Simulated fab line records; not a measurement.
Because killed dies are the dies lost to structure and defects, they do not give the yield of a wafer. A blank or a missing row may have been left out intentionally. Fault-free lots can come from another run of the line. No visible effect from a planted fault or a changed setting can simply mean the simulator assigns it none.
fab line records ; flow n5-finfet
[record] lots = 7; wafers = 21
route steps=1938 shown BEOL_M3@959 BEOL_M4@1021 BEOL_M5@1112 BEOL_M6@1218
start-h: hours from the record's opening day to when the first of the lot's shown wafers began ; wait-h: hours from the lot's prior step to this one ; " identical to the entry in the row above ; L1.1+2: a single row standing in for several wafers ; - no value, or no start given ; * or withheld: withheld ; < > ~ a bound
route shown NAME@n: NAME is a module with steps in the file, n the number in the route of the first one ; usual: mean/standard deviation of fault-free wafers ; same: alike in all rows ; chamber/n: place in a boat ; sites: the reading at each site ; _std_site: standard deviation across them ; _edge_site: inner sites' mean taken away from outer sites' mean ; radius-mm: for every site, how far away it sits from the centre of the wafer ; mask NAME#n: copy n ; behind: the most recent tool/chamber to have shaped the wafer ; hold: why the lot was held/for how many hours/how that ended ; device: names the non-switching transistor (n, p or np) ; end of line: the tests these same wafers got at the end of their route ; a step without rows: its recipe alone ; killed: not the wafer's yield, but the dies lost to structure and defects at the first sort ; map: the dies of a wafer, with x for killed, . for not killed, _ for no die there
set.NAME: setting as actually run; set.NAME@STEP: the setting as run at that earlier step ; model.NAME: the simulator's own value behind a step, which no gauge read
lots whose settings were changed on purpose; a table a step, a row a wafer
[[steps]]
[step N5_BEOL_M3_COAT_76]
[recipe] resist = underlayer; temp-c = 205; time-s = 60; spin-rpm = 1500; resist-thk-nm = 5
lot.wafer;tool;chamber;start-h;wait-h;set.spin-rpm
L074.2;litho-track-03;0;-;-;1500
L074.3+6;litho-track-03;0;-;-;1391
L081.3;litho-track-05;0;-;-;1500
L081.4+6;litho-track-05;0;-;-;1361
L084.1;litho-track-02;0;-;-;1500
L084.3+4;litho-track-02;0;-;-;1586
L087.1+5;litho-track-05;0;-;-;1600
L087.2;litho-track-05;0;-;-;1500
L090.2+5+6;litho-track-02;0;-;-;1500
L091.1+3+6;litho-track-03;0;-;-;1500
L093.2+3+4;litho-track-03;0;-;-;1500
[step N5_BEOL_M3_COAT_22]
[recipe] resist = CAR-EUV; spin-rpm = 1500; resist-thk-nm = 30
[step N5_BEOL_M3_EBR_24]
[recipe] solvent = PGMEA; ebr-width-mm = 1.5
[step N5_BEOL_M3_DESCUM_33]
[recipe] chemistry = O2; time-s = 7; source-power-w = 50; bias-power-w = 20; pressure-mtorr = 20; rf-frequency-hz = 2.712e+07; temp-c = 40; resist = CAR-EUV; o2-flow-sccm = 225
[step N5_BEOL_M3_ETCH_77]
[recipe] chemistry = N2/H2; target = underlayer; target-depth-a = 65; mask-material = CAR-EUV; time-s = 5.2; ion-energy-ev = 200; pressure-mtorr = 30; source-w = 840; bias-w = 150; n2-flow-sccm = 200; h2-flow-sccm = 200; ends = cleared
[usual] etch-rf-on-time-s = 5.20/0.094
lot.wafer;tool;chamber;start-h;wait-h;set.spin-rpm@BEOL_M3_COAT_76;etch-rf-on-time-s;model.etch.depth-nm
L074.2;rie-diel-02;3;145.52;0.0;1500;5.11;4.992
L074.3;rie-diel-02;1;145.52;0.0;1391;5.45;5.192
L074.6;rie-diel-02;0;145.52;0.0;1391;5.51;5.198
L081.3;rie-diel-03;0;233.28;0.0;1500;5.17;5.003
L081.4;rie-diel-03;3;233.28;0.0;1361;5.49;5.253
L081.6;rie-diel-03;3;233.28;0.0;1361;5.53;5.281
L084.1;rie-diel-02;1;249.74;0.0;1500;5.22;4.98
L084.3;rie-diel-02;0;249.74;0.0;1586;4.91;4.847
L084.4;rie-diel-02;3;249.74;0.0;1586;4.97;4.852
L087.1;rie-diel-05;3;263.82;0.0;1600;4.97;4.819
L087.2;rie-diel-05;1;263.82;0.0;1500;5.26;4.981
L087.5;rie-diel-05;0;263.82;0.0;1600;5.18;4.814
L090.2;rie-diel-03;0;296.41;0.0;1500;5.26;5.001
L090.5;rie-diel-03;3;296.41;0.0;1500;5.34;5.01
L090.6;rie-diel-03;2;296.41;0.0;1500;5.28;4.999
L091.1;rie-diel-05;1;298.61;0.0;1500;5.18;4.996
L091.3;rie-diel-05;3;298.61;0.0;1500;5.11;4.978
L091.6;rie-diel-05;3;298.61;0.0;1500;5.10;5.007
L093.2;rie-diel-02;3;304.07;0.0;1500;5.12;4.998
L093.3;rie-diel-02;1;304.07;0.0;1500;5.20;4.989
L093.4;rie-diel-02;3;304.07;0.0;1500;5.13;5.001
[step N5_BEOL_M3_ETCH_69]
[recipe] chemistry = CF4; target = SiARC; target-depth-a = 156; mask-material = CAR-EUV; time-s = 26; ion-energy-ev = 80; pressure-mtorr = 40; source-w = 545; bias-w = 36; Ar_flow_sccm = 100; cf4-flow-sccm = 100; ends = cleared
[step N5_BEOL_M3_ALD_98]
[recipe] material = SiO2; target-thk-a = 25; temp-c = 100; ald-precursor-family = BDEAS; ald-co-reactant = O2-plasma; pulse-time-s = 1; co-reactant-pulse-time-s = 1; purge-time-s = 2; co-reactant-purge-time-s = 2; ald-cycles = 17; pressure-torr = 2
[step N5_BEOL_M3_ETCHBACK_99]
[recipe] chemistry = CHF3; target = SiO2; target-depth-a = 50; time-s = 10.4; source-w = 215; bias-w = 47; Ar_flow_sccm = 200; CHF3_flow_sccm = 12; ion-energy-ev = 100; pressure-mtorr = 30
[step N5_BEOL_M3_ETCH_70]
[recipe] chemistry = N2/H2; target = SOC; target-depth-a = 800; overetch-a = 160; mask-material = SiARC; temp-c = 40; time-s = 120; ion-energy-ev = 200; pressure-mtorr = 30; source-w = 840; bias-w = 150; n2-flow-sccm = 200; h2-flow-sccm = 200
lot.wafer;tool;chamber;start-h;wait-h;set.spin-rpm@BEOL_M3_COAT_67;model.etch.depth-nm
L074.2;rie-diel-05;1;151.90;0.0;1500;60.39
L074.3;rie-diel-05;0;151.90;0.0;1500;60.02
L074.6;rie-diel-05;3;151.90;0.0;1400;62.25
L081.3;rie-diel-05;2;235.40;0.0;1645;57.17
L081.4;rie-diel-05;3;235.40;0.0;1500;60.26
L081.6;rie-diel-05;2;235.40;0.0;1645;57.47
L084.1;rie-diel-03;2;252.21;0.0;1437;61.66
L084.3;rie-diel-03;0;252.21;0.0;1437;61.41
L084.4;rie-diel-03;0;252.21;0.0;1500;60.15
L087.1+2;rie-diel-05;3,2;276.44;0.0;1500;60.11
L087.5;rie-diel-05;1;276.44;0.0;1378;62.74
L090.2;rie-diel-03;0;303.95;0.0;1500;59.94
L090.5;rie-diel-03;3;303.95;0.0;1500;60.13
L090.6;rie-diel-03;2;303.95;0.0;1500;60.11
L091.1;rie-diel-02;3;304.77;0.0;1390;62.34
L091.3;rie-diel-02;2;304.77;0.0;1390;62.51
L091.6;rie-diel-02;3;304.77;0.0;1500;60.16
L093.2;rie-diel-05;3;304.90;0.0;1500;60.21
L093.3;rie-diel-05;1;304.90;0.0;1500;60.11
L093.4;rie-diel-05;0;304.90;0.0;1500;60.1
[step N5_BEOL_M3_STRIP_71]
[recipe] chemistry = N2/H2; temp-c = 40; n2-flow-sccm = 200; h2-flow-sccm = 200; rf-frequency-hz = 6e+07
[step N5_BEOL_M3_STRIP_78]
[recipe] chemistry = N2/H2; temp-c = 40; n2-flow-sccm = 200; h2-flow-sccm = 200; rf-frequency-hz = 6e+07
[step N5_BEOL_M3_VIA_ETCH_34]
[recipe] chemistry = C4F6/O2; target-depth-a = 694; mask-material = SOC; pressure-mtorr = 15; ion-energy-ev = 250; taper-deg = 4; time-s = 65.9; source-w = 350; bias-w = 170; Ar_flow_sccm = 300; C4F6_flow_sccm = 10; O2_flow_sccm = 10
lot.wafer;tool;chamber;start-h;wait-h;set.spin-rpm@BEOL_M3_COAT_67;model.SOC_of_BEOL_M3_COAT_67.thk-nm
L074.2+3;rie-diel-05;1,0;152.00;0.0;1500;52.2
L074.6;rie-diel-05;3;152.00;0.0;1400;54.2
L081.3;rie-diel-05;2;235.50;0.0;1645;49
L081.4;rie-diel-05;3;235.50;0.0;1500;52.2
L081.6;rie-diel-05;2;235.50;0.0;1645;49.2
L084.1;rie-diel-03;2;252.31;0.0;1437;53.6
L084.3;rie-diel-03;0;252.31;0.0;1437;53.2
L084.4;rie-diel-03;0;252.31;0.0;1500;52
L087.1+2;rie-diel-05;3,2;276.54;0.0;1500;52
L087.5;rie-diel-05;1;276.54;0.0;1378;54.6
L090.2;rie-diel-03;0;304.05;0.0;1500;51.8
L090.5+6;rie-diel-03;3,2;304.05;0.0;1500;52
L091.1;rie-diel-02;3;304.87;0.0;1390;54
L091.3;rie-diel-02;2;304.87;0.0;1390;54.2
L091.6;rie-diel-02;3;304.87;0.0;1500;51.8
L093.2+4;rie-diel-05;3,0;305.00;0.0;1500;52.2
L093.3;rie-diel-05;1;305.00;0.0;1500;51.8
[step N5_BEOL_M4_ILD_DEP_00]
[recipe] material = SiOC; target-thk-a = 790; temp-c = 350; precursor = DEMS/O2; pressure-torr = 5; rf-w = 500; time-s = 15.3
lot.wafer;tool;chamber;start-h;wait-h;set.time-s;model.SiOC_of_BEOL_M4_ILD_DEP_00.thk-nm
L074.2;pecvd-04;1;156.15;0.0;15.3;79.2
L074.3;pecvd-04;1;156.15;0.0;15.3;80.4
L074.6;pecvd-04;1;156.15;0.0;13.2;70.8
L081.3;pecvd-03;0;240.14;0.0;17.31;88
L081.4;pecvd-03;0;240.14;0.0;15.3;78.6
L081.6;pecvd-03;1;240.14;0.0;15.3;79.2
L084.1;pecvd-04;1;256.61;0.0;15.3;79
L084.3;pecvd-04;2;256.61;0.0;15.3;77.8
L084.4;pecvd-04;2;256.61;0.0;13.64;71.6
L087.1;pecvd-01;1;281.02;0.0;15.3;77.4
L087.2;pecvd-01;0;281.02;0.0;15.3;78.6
L087.5;pecvd-01;2;281.02;0.0;15.3;79
L090.2;pecvd-01;2;308.47;0.0;15.3;78.6
L090.5;pecvd-01;0;308.47;0.0;15.3;80.2
L090.6;pecvd-01;2;308.47;0.0;15.3;79.2
L091.1;pecvd-01;0;309.21;0.0;15.3;79.2
L091.3;pecvd-01;1;309.21;0.0;14.05;71.8
L091.6;pecvd-01;1;309.21;0.0;14.05;74.2
L093.2;pecvd-04;2;310.12;0.0;15.3;78.8
L093.3;pecvd-04;0;310.12;0.0;15.3;78.6
L093.4;pecvd-04;2;310.12;0.0;15.3;80.4
[step N5_BEOL_M4_THK_MEAS_01]
[recipe] reads = SiOC_of_BEOL_M4_ILD_DEP_00
[usual] M4_ILD_THK = 79.0/0.93
lot.wafer;tool;chamber;start-h;wait-h;set.time-s@BEOL_M4_ILD_DEP_00;M4_ILD_THK[nm]
L074.2;film-metro-02;-;156.23;0.1;15.3;79.1
L074.3;film-metro-02;-;156.23;0.1;15.3;80.4
L074.6;film-metro-02;-;156.23;0.1;13.2;70.8
L081.3;film-metro-01;-;240.21;0.1;17.31;88.0
L081.4;film-metro-01;-;240.21;0.1;15.3;78.6
L081.6;film-metro-01;-;240.21;0.1;15.3;79.2
L084.1;film-metro-02;-;256.68;0.0;15.3;79.1
L084.3;film-metro-02;-;256.68;0.0;15.3;77.7
L084.4;film-metro-02;-;256.68;0.0;13.64;71.5
L087.1;film-metro-01;-;281.09;0.0;15.3;77.5
L087.2;film-metro-01;-;281.09;0.0;15.3;78.6
L087.5;film-metro-01;-;281.09;0.0;15.3;79.1
L090.2;film-metro-02;-;308.54;0.1;15.3;78.5
L090.5;film-metro-02;-;308.54;0.1;15.3;80.2
L090.6;film-metro-02;-;308.54;0.1;15.3;79.3
L091.1;film-metro-01;-;309.28;0.1;15.3;79.2
L091.3;film-metro-01;-;309.28;0.1;14.05;71.9
L091.6;film-metro-01;-;309.28;0.1;14.05;74.2
L093.2;film-metro-02;-;310.19;0.1;15.3;78.8
L093.3;film-metro-02;-;310.19;0.1;15.3;78.6
L093.4;film-metro-02;-;310.19;0.1;15.3;80.4
[step N5_BEOL_M4_COAT_73]
[recipe] resist = underlayer; temp-c = 205; time-s = 60; spin-rpm = 1500; resist-thk-nm = 5
lot.wafer;tool;chamber;start-h;wait-h;set.spin-rpm
L074.2+6;litho-track-05;0;-;-;1605
L074.3;litho-track-05;0;-;-;1500
L081.3+4;litho-track-01;0;-;-;1549
L081.6;litho-track-01;0;-;-;1500
L084.1+3+4;litho-track-04;0;-;-;1380
L087.1+2+5;litho-track-04;0;-;-;1500
L090.2+6;litho-track-05;0;-;-;1500
L090.5;litho-track-05;0;-;-;1634
L091.1+3+6;litho-track-01;0;-;-;1500
L093.2+3+4;litho-track-05;0;-;-;1500
[step N5_BEOL_M4_COAT_05]
[recipe] resist = CAR-EUV; spin-rpm = 1500; resist-thk-nm = 30
[step N5_BEOL_M4_EBR_07]
[recipe] solvent = PGMEA; ebr-width-mm = 1.5
[step N5_BEOL_M4_DESCUM_16]
[recipe] chemistry = O2; time-s = 7; source-power-w = 50; bias-power-w = 20; pressure-mtorr = 20; rf-frequency-hz = 2.712e+07; temp-c = 40; resist = CAR-EUV; o2-flow-sccm = 225
[step N5_BEOL_M4_ETCH_74]
[recipe] chemistry = N2/H2; target = underlayer; target-depth-a = 65; mask-material = CAR-EUV; time-s = 5.2; ion-energy-ev = 200; pressure-mtorr = 30; source-w = 840; bias-w = 150; n2-flow-sccm = 200; h2-flow-sccm = 200; ends = cleared
lot.wafer;tool;chamber;start-h;wait-h;set.spin-rpm@BEOL_M4_COAT_73;model.etch.depth-nm
L074.2;rie-diel-06;0;167.85;0.0;1605;4.83
L074.3;rie-diel-06;3;167.85;0.0;1500;4.998
L074.6;rie-diel-06;2;167.85;0.0;1605;4.842
L081.3;rie-diel-06;3;242.68;0.0;1549;4.936
L081.4;rie-diel-06;0;242.68;0.0;1549;4.916
L081.6;rie-diel-06;0;242.68;0.0;1500;5.007
L084.1;rie-diel-04;2;257.57;0.0;1380;5.22
L084.3;rie-diel-04;1;257.57;0.0;1380;5.231
L084.4;rie-diel-04;0;257.57;0.0;1380;5.234
L087.1;rie-diel-04;3;283.60;0.0;1500;4.985
L087.2;rie-diel-04;2;283.60;0.0;1500;4.984
L087.5;rie-diel-04;1;283.60;0.0;1500;4.986
L090.2;rie-diel-06;3;310.19;0.0;1500;5.01
L090.5;rie-diel-06;0;310.19;0.0;1634;4.778
L090.6;rie-diel-06;3;310.19;0.0;1500;4.976
L091.1;rie-diel-04;0;311.12;0.0;1500;4.99
L091.3;rie-diel-04;1;311.12;0.0;1500;4.997
L091.6;rie-diel-04;0;311.12;0.0;1500;4.999
L093.2;rie-diel-01;3;311.49;0.0;1500;5.018
L093.3;rie-diel-01;2;311.49;0.0;1500;5.005
L093.4;rie-diel-01;1;311.49;0.0;1500;5.013
[step N5_BEOL_M5_ILD_DEP_00]
[recipe] material = SiCOH_lowk; target-thk-a = 1406.4; temp-c = 300; precursor = DEMS/porogen; pressure-torr = 5; rf-w = 500; time-s = 25.9
lot.wafer;tool;chamber;start-h;wait-h;set.time-s;model.SiCOH_lowk_of_BEOL_M5_ILD_DEP_00.thk-nm
L074.2;pecvd-01;0;184.61;0.7;24.37;130.8
L074.3;pecvd-01;2;184.61;0.7;25.9;138.8
L074.6;pecvd-01;1;184.61;0.7;25.9;142.8
L081.3;pecvd-01;2;255.79;0.5;25.9;138.4
L081.4;pecvd-01;2;255.79;0.5;25.9;140.8
L081.6;pecvd-01;1;255.79;0.5;25.9;139.4
L084.1;pecvd-04;0;266.97;0.8;25.9;140
L084.3;pecvd-04;1;266.97;0.8;24.68;131.8
L084.4;pecvd-04;0;266.97;0.8;25.9;140.2
L087.1;pecvd-01;1;291.43;0.8;25.9;140.4
L087.2;pecvd-01;2;291.43;0.8;25.9;139.6
L087.5;pecvd-01;1;291.43;0.8;25.9;140.6
L090.2;pecvd-02;2;321.25;0.7;22.25;119.8
L090.5;pecvd-02;0;321.25;0.7;25.9;140.6
L090.6;pecvd-02;2;321.25;0.7;22.25;121.4
L093.2;pecvd-01;0;325.12;0.7;25.9;139.8
L093.3;pecvd-01;1;325.12;0.7;25.9;139.2
L093.4;pecvd-01;1;325.12;0.7;25.9;140.8
L091.1;pecvd-04;0;326.65;0.8;25.9;139.4
L091.3;pecvd-04;1;326.65;0.8;23.87;128.6
L091.6;pecvd-04;2;326.65;0.8;23.87;130.2
[step N5_BEOL_M5_CURE_79]
[recipe] temp-c = 385; time-s = 240; ambient = He/Ar; material = SiCOH_lowk
lot.wafer;tool;chamber;start-h;wait-h;set.time-s@BEOL_M5_ILD_DEP_00;model.SiCOH_lowk_of_BEOL_M5_ILD_DEP_00.thk-nm
L074.2;uv-cure-03;0;184.75;0.1;24.37;112.6
L074.3;uv-cure-03;0;184.75;0.1;25.9;119.4
L074.6;uv-cure-03;0;184.75;0.1;25.9;122.8
L081.3;uv-cure-03;2;256.01;0.2;25.9;119
L081.4;uv-cure-03;2;256.01;0.2;25.9;121
L081.6;uv-cure-03;2;256.01;0.2;25.9;120
L084.1;uv-cure-03;2;267.03;0.0;25.9;120.4
L084.3;uv-cure-03;2;267.03;0.0;24.68;113.4
L084.4;uv-cure-03;2;267.03;0.0;25.9;120.6
L087.1;uv-cure-02;0;291.49;0.0;25.9;120.8
L087.2;uv-cure-02;0;291.49;0.0;25.9;120
L087.5;uv-cure-02;0;291.49;0.0;25.9;121
L090.2;uv-cure-02;0;321.39;0.1;22.25;103
L090.5;uv-cure-02;0;321.39;0.1;25.9;120.8
L090.6;uv-cure-02;0;321.39;0.1;22.25;104.2
L093.2;uv-cure-01;1;325.92;0.8;25.9;120.2
L093.3;uv-cure-01;1;325.92;0.8;25.9;119.6
L093.4;uv-cure-01;1;325.92;0.8;25.9;121.2
L091.1;uv-cure-01;2;327.32;0.6;25.9;120
L091.3;uv-cure-01;2;327.32;0.6;23.87;110.6
L091.6;uv-cure-01;2;327.32;0.6;23.87;112
[step N5_BEOL_M5_THK_MEAS_01]
[recipe] reads = SiCOH_lowk_of_BEOL_M5_ILD_DEP_00
[usual] M5_ILD_THK = 120.9/1.5
lot.wafer;tool;chamber;start-h;wait-h;set.time-s@BEOL_M5_ILD_DEP_00;M5_ILD_THK[nm]
L074.2;film-metro-02;-;185.19;0.4;24.37;112.5
L074.3;film-metro-02;-;185.19;0.4;25.9;119.4
L074.6;film-metro-02;-;185.19;0.4;25.9;122.9
L081.3;film-metro-01;-;256.37;0.3;25.9;119.1
L081.4;film-metro-01;-;256.37;0.3;25.9;121.0
L081.6;film-metro-01;-;256.37;0.3;25.9;120.0
L084.1;film-metro-01;-;267.55;0.4;25.9;120.4
L084.3;film-metro-01;-;267.55;0.4;24.68;113.3
L084.4;film-metro-01;-;267.55;0.4;25.9;120.5
L087.1;film-metro-02;-;292.00;0.4;25.9;120.7
L087.2;film-metro-02;-;292.00;0.4;25.9;120.0
L087.5;film-metro-02;-;292.00;0.4;25.9;121.0
L090.2;film-metro-01;-;321.82;0.4;22.25;103.0
L090.5;film-metro-01;-;321.82;0.4;25.9;120.9
L090.6;film-metro-01;-;321.82;0.4;22.25;104.3
L093.2;film-metro-01;-;326.75;0.7;25.9;120.3
L093.3;film-metro-01;-;326.75;0.7;25.9;119.7
L093.4;film-metro-01;-;326.75;0.7;25.9;121.1
L091.1;film-metro-02;-;328.31;0.8;25.9;120.0
L091.3;film-metro-02;-;328.31;0.8;23.87;110.7
L091.6;film-metro-02;-;328.31;0.8;23.87;112.0
[step N5_BEOL_M5_COAT_22]
[recipe] resist = CAR-EUV; spin-rpm = 1500; resist-thk-nm = 30
lot.wafer;tool;chamber;start-h;wait-h;set.spin-rpm;model.CAR-EUV_of_BEOL_M5_COAT_22.thk-nm
L074.2;litho-track-03;0;-;-;1500;30.2
L074.3+6;litho-track-03;0;-;-;1500;30
L081.3+6;litho-track-01;0;-;-;1544;29.6
L081.4;litho-track-01;0;-;-;1500;30
L084.1;litho-track-01;0;-;-;1552;29.4
L084.3+4;litho-track-01;0;-;-;1500;29.8
L087.1+2+5;litho-track-01;0;-;-;1500;29.8
L090.2;litho-track-01;0;-;-;1500;30
L090.5+6;litho-track-01;0;-;-;1655;28.6
L093.2+3+4;litho-track-02;0;-;-;1500;30
L091.1+6;litho-track-03;0;-;-;1500;30
L091.3;litho-track-03;0;-;-;1500;29.8
[step N5_BEOL_M5_EBR_24]
[recipe] solvent = PGMEA; ebr-width-mm = 1.5
[step N5_BEOL_M5_SOFTBAKE_23]
[recipe] temp-c = 110; time-s = 60; resist = CAR-EUV
[step N5_BEOL_M5_EXPOSE_25]
[recipe] mask-id = V4; na = 0.33; source-shape = quasar; sigma-inner = 0.2; sigma-outer = 0.6; polarization = unpolarized; defocus-nm = 10; dose-mj = 52.75
[step N5_BEOL_M5_PEB_26]
[recipe] peb-temp-c = 100; peb-time-s = 60; resist = CAR-EUV
[step N5_BEOL_M5_DEVELOP_27]
[recipe] develop-time-s = 30; developer = TMAH; resist = CAR-EUV; rinse-liquid = surfactant-rinse; dry = air-spin; dev-temp-c = 23
lot.wafer;tool;chamber;start-h;wait-h;set.spin-rpm@BEOL_M5_COAT_22;model.CAR-EUV_of_BEOL_M5_COAT_22.thk-nm
L074.2+3+6;litho-track-02;0;-;-;1500;29.6
L081.3+6;litho-track-01;0;-;-;1544;29.2
L081.4;litho-track-01;0;-;-;1500;29.6
L084.1;litho-track-03;0;-;-;1552;29
L084.3+4;litho-track-03;0;-;-;1500;29.4
L087.1+2+5;litho-track-01;0;-;-;1500;29.4
L090.2;litho-track-02;0;-;-;1500;29.6
L090.5+6;litho-track-02;0;-;-;1655;28
L093.2+4;litho-track-02;0;-;-;1500;29.6
L093.3;litho-track-02;0;-;-;1500;29.4
L091.1+6;litho-track-03;0;-;-;1500;29.6
L091.3;litho-track-03;0;-;-;1500;29.4
[step N5_BEOL_M5_DESCUM_33]
[recipe] chemistry = O2; time-s = 7; source-power-w = 50; bias-power-w = 20; pressure-mtorr = 20; rf-frequency-hz = 2.712e+07; temp-c = 40; resist = CAR-EUV; o2-flow-sccm = 225
[step N5_BEOL_M5_ETCH_75]
[recipe] chemistry = N2/H2; target = underlayer; target-depth-a = 65; mask-material = CAR-EUV; time-s = 5.2; ion-energy-ev = 200; pressure-mtorr = 30; source-w = 840; bias-w = 150; n2-flow-sccm = 200; h2-flow-sccm = 200; ends = cleared
lot.wafer;tool;chamber;start-h;wait-h;set.spin-rpm@BEOL_M5_COAT_22;model.CAR-EUV_of_BEOL_M5_COAT_22.thk-nm
L074.2+3+6;rie-diel-02;3,0,1;215.37;0.0;1500;20.4
L081.3;rie-diel-03;3;259.68;0.0;1544;20
L081.4;rie-diel-03;0;259.68;0.0;1500;20.4
L081.6;rie-diel-03;1;259.68;0.0;1544;19.8
L084.1;rie-diel-05;1;270.00;0.0;1552;19.8
L084.3+4;rie-diel-05;0,3;270.00;0.0;1500;20.2
L087.1+2+5;rie-diel-05;1,3,2;296.11;0.0;1500;20.2
L090.2;rie-diel-05;2;325.71;0.0;1500;20.4
L090.5+6;rie-diel-05;2,1;325.71;0.0;1655;19
L093.2+3+4;rie-diel-02;0,1,3;330.30;0.0;1500;20.2
L091.1+6;rie-diel-05;2;336.62;0.0;1500;20.4
L091.3;rie-diel-05;3;336.62;0.0;1500;20.2
[step N5_BEOL_M6_COAT_63]
[recipe] resist = SOC; temp-c = 250; time-s = 60; spin-rpm = 1500; resist-thk-nm = 60
lot.wafer;tool;chamber;start-h;wait-h;set.spin-rpm;model.SOC_of_BEOL_M6_COAT_63.thk-nm
L074.2+3+6;litho-track-02;0;228.32;2.5;1500;60
L081.3+6;litho-track-04;0;271.59;0.2;1500;60.4
L081.4;litho-track-04;0;271.59;0.2;1500;60.2
L084.1+4;litho-track-05;0;281.37;0.9;1500;60
L084.3;litho-track-05;0;281.37;0.9;1500;60.2
L087.1+2+5;litho-track-02;0;307.04;1.6;1500;60
L090.2;litho-track-02;0;338.31;0.5;1602;58.2
L090.5;litho-track-02;0;338.31;0.5;1602;58.4
L090.6;litho-track-02;0;338.31;0.5;1500;60.4
L093.2;litho-track-05;0;341.91;0.7;1500;60
L093.3+4;litho-track-05;0;341.91;0.7;1500;59.8
L091.1;litho-track-04;0;349.05;0.6;1666;57.2
L091.3;litho-track-04;0;349.05;0.6;1666;57
L091.6;litho-track-04;0;349.05;0.6;1500;60
[[key]]
[split] step = N5_BEOL_M3_COAT_76; setting = spin-rpm; stated = 1500; by = wafer
[response] step = N5_BEOL_M3_ETCH_77; reading = etch-rf-on-time-s; change = *; per = 1%; r = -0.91
[response] step = N5_BEOL_M3_ETCH_77; reading = model.etch.depth-nm; change = -0.0267; per = 1%; r = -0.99
[split] step = N5_BEOL_M4_ILD_DEP_00; setting = time-s; stated = 15.3; by = wafer
[response] step = N5_BEOL_M4_ILD_DEP_00; reading = model.SiOC_of_BEOL_M4_ILD_DEP_00.thk-nm; change = +0.674; per = 1%; r = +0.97
[response] step = N5_BEOL_M4_THK_MEAS_01; reading = M4_ILD_THK; change = +0.671; per = 1%; r = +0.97
[split] step = N5_BEOL_M4_COAT_73; setting = spin-rpm; stated = 1500; by = wafer
[response] step = N5_BEOL_M4_ETCH_74; reading = model.etch.depth-nm; change = -0.0238; per = 1%; r = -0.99
[split] step = N5_BEOL_M5_ILD_DEP_00; setting = time-s; stated = 25.9; by = wafer
[response] step = N5_BEOL_M5_ILD_DEP_00; reading = model.SiCOH_lowk_of_BEOL_M5_ILD_DEP_00.thk-nm; change = +1.45; per = 1%; r = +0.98
[response] step = N5_BEOL_M5_CURE_79; reading = model.SiCOH_lowk_of_BEOL_M5_ILD_DEP_00.thk-nm; change = +1.24; per = 1%; r = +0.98
[response] step = N5_BEOL_M5_THK_MEAS_01; reading = M5_ILD_THK; change = +1.25; per = 1%; r = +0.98
[split] step = N5_BEOL_M5_COAT_22; setting = spin-rpm; stated = 1500; by = wafer
[response] step = N5_BEOL_M5_COAT_22; reading = model.CAR-EUV_of_BEOL_M5_COAT_22.thk-nm; change = -0.134; per = 1%; r = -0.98
[response] step = N5_BEOL_M5_DEVELOP_27; reading = model.CAR-EUV_of_BEOL_M5_COAT_22.thk-nm; change = -0.15; per = 1%; r = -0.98
[response] step = N5_BEOL_M5_ETCH_75; reading = model.CAR-EUV_of_BEOL_M5_COAT_22.thk-nm; change = -0.136; per = 1%; r = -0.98
[split] step = N5_BEOL_M6_COAT_63; setting = spin-rpm; stated = 1500; by = wafer
[response] step = N5_BEOL_M6_COAT_63; reading = model.SOC_of_BEOL_M6_COAT_63.thk-nm; change = -0.275; per = 1%; r = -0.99
split outside-this-file step=N5_BEOL_M3_COAT_67 setting=spin-rpm
// split outside-this-file: this setting was split too, and the file shows its column; the key of that split is in another file
